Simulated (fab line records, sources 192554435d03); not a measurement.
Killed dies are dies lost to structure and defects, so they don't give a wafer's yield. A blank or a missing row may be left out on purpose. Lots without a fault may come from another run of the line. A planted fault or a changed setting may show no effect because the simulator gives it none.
A struck lot beside a sound one | flow n5_finfet | 39 steps out of a route of 1938
Sound: wafers L736.2, L736.3, L736.6. Struck: wafer L744.3. (L744.1 of the same lot was not struck and is left out.) The cause comes at the end.
At each step with rows: each side's tool, then ch and its chambers, then its first start. Under that, the readings that differ: sound wafers | struck wafers | difference of the means | sigmas: that difference in standard deviations of wafers without a fault.
alike: readings whose means differ by less than 2 such deviations, and words and numbers that are the same on both sides. not compared: withheld readings, readings that some wafer has no value for, bounds like >300 that may hide the same value, and numbers for which the record gives no deviation and whose values overlap.
The two part at a step that has a row with sigmas, a row that says differs or no value, or rows on one side only. Numbers that don't overlap but have no deviation are shown without sigmas and don't part them. A reading that every wafer of one side lacks parts them only if that side has two wafers or more.

first, 9 steps without rows for these wafers: N5_FIN_CUT_COAT_02 (resist thk 30 nm); N5_FIN_CUT_EBR_04; N5_FIN_CUT_SOFTBAKE_03 (time 60 s); N5_FIN_CUT_EXPOSE_05 (exposes mask FIN CUT); N5_FIN_CUT_PEB_06 (peb time 60 s); N5_FIN_CUT_DEVELOP_07 (develop time 30 s); N5_FIN_CUT_DESCUM_13 (chemistry O2, time 7 s); N5_FIN_CUT_ETCH_30 (etches underlayer in N2/H2, target depth 13 nm, time 10.4 s); N5_FIN_CUT_ETCH_20 (etches SiARC in CF4, target depth 26 nm, time 43.3 s).
N5_FIN_CUT_ETCH_21: etches SOC in N2/H2, target depth 219 nm, overetch 43.8 nm, time 523.5 s.
  sound on rie_diel-03 ch 0,1,3, day 3 08:42; struck on rie_diel-02 ch 3, day 5 11:10
  reading                                    | sound           | struck | difference | sigmas
  model.etch.depth_nm (nm)                   | 230.3 230 230.8 | 227.6  | -2.8       |
  model.SiARC_of_FIN_CUT_COAT_19.thk_nm (nm) | 11.6 11.8 11.8  | 13     | +1         |
  model.FIN_CUT.cd_offset_nm (nm)            | 0 -0.2 -0.4     | -1.2   | -1.0       |
  alike: chamber_pressure_mTorr, drypump_motor_current_A, oes_product_au, rf_vpp_V, showerhead_plenum_p_Torr, throttle_valve_pct
  not compared: rf_hours_counter_h
then, 7 steps without rows for these wafers: N5_FIN_CUT_STRIP_23 (strips in N2/H2); N5_FIN_CUT_STRIP_31 (strips in N2/H2); N5_FIN_CUT_STRIP_24 (strips in CF4); N5_FIN_CUT_CUT_ETCH_26 (etches SiNx in CH3F/O2, target depth 39 nm, time 55.7 s); N5_FIN_CUT_CUT_ETCH_27 (etches SiO2 in CHF3/O2, target depth 4 nm, overetch 2 nm, time 4.9 s); N5_FIN_CUT_PRECLEAN_35 (cleans in vHF, time 13.3 s); N5_FIN_CUT_CUT_ETCH_15 (etches Si in HBr/Cl2/O2, target depth 100 nm, bt time 10 s, time 42.4 s).
N5_FIN_CUT_CUT_ETCH_28: etches Si in HBr/Cl2/O2, target depth 6 nm, time 2.4 s.
  sound on rie_si-01 ch 0,1,3, day 3 09:17; struck on rie_si-01 ch 2, day 5 11:45
  reading                         | sound          | struck | difference | sigmas
  model.FIN_CUT.cd_offset_nm (nm) | -0.2 -0.2 -0.2 | -0.8   | -0.6       |
  alike: chamber_pressure_mTorr, drypump_motor_current_A, oes_o_777_au, oes_product_au, throttle_valve_pct
  not compared: rf_hours_counter_h
then, 19 steps without rows for these wafers: N5_FIN_CUT_STRIP_22 (strips in N2/H2); N5_FIN_CUT_PRECLEAN_36 (cleans in O3/DIW, time 60 s); N5_FIN_CUT_SRD_32 (time 30 s); N5_FIN_CUT_UV_OZONE_34 (time 120 s); N5_STI_FIN_REVEAL_ALD_00 (deposits SiO2, target thk 1 nm, pulse time 1 s); N5_STI_FIN_REVEAL_ALD_14 (deposits Si3N4, target thk 3 nm); N5_STI_FIN_REVEAL_FCVD_FILL_01 (material SiO2 flowable, target thk 312 nm, time 512.2 s); N5_STI_FIN_REVEAL_DENSIFY_02 (time 1800 s); N5_STI_FIN_REVEAL_CMP_04 (polishes, stops on Si3N4, t overpolish 4 s, target thk 131.83 nm); N5_STI_FIN_REVEAL_DENSIFY_30; N5_STI_FIN_REVEAL_ETCHBACK_08 (etches SiO2 in C4F6/O2, target depth 30.5 nm, time 10.167 s); N5_STI_FIN_REVEAL_STRIP_24 (strips in N2/H2, time 90 s); N5_STI_FIN_REVEAL_PRECLEAN_25 (cleans in SPM, time 90 s); N5_STI_FIN_REVEAL_PRECLEAN_26 (cleans in SC1, time 45 s); N5_STI_FIN_REVEAL_PRECLEAN_29 (cleans in DHF, time 30 s); N5_STI_FIN_REVEAL_SRD_12 (time 30 s); N5_STI_FIN_REVEAL_RECESS_09 (chemistry HF/NH3, target SiO2, afs cycles 11, target depth 42.5 nm, sublimation time 60 s); N5_STI_FIN_REVEAL_STRIP_16 (strips SiNx in H3PO4, target depth 23.8 nm); N5_STI_FIN_REVEAL_PRECLEAN_17 (cleans in NF3:NH3, afs cycles 1, time 20 s, sublimation time 60 s).
-- the record jumps here: 6 days lie between the struck wafers' starts before and after (it left off in module STI_FIN_REVEAL and takes up again in module BEOL_M4, whose first step shown is number 1111 of the route) --
N5_BEOL_M4_RC_MEAS_101:
  sound on prober-01 ch 0, day 9 03:05; struck on prober-01 ch 0, day 11 19:15
  alike: DIBL_N, DIBL_P, IOFF_N, IOFF_P, ION_N, ION_P, SS_N, SS_P, VT_N, VT_P
-- the record jumps here: 5 days lie between the struck wafers' starts before and after (it left off in module BEOL_M4 and takes up again in module PASSIVATION, whose first step shown is number 1936 of the route) --
N5_PASSIVATION_PROBE_49:
  the record has rows for the struck wafers here (prober-01, day 16 14:01) and none for the sound ones

WHERE THEY PART
Only at N5_PASSIVATION_PROBE_49, within this record.

WHY: what the simulator had put in
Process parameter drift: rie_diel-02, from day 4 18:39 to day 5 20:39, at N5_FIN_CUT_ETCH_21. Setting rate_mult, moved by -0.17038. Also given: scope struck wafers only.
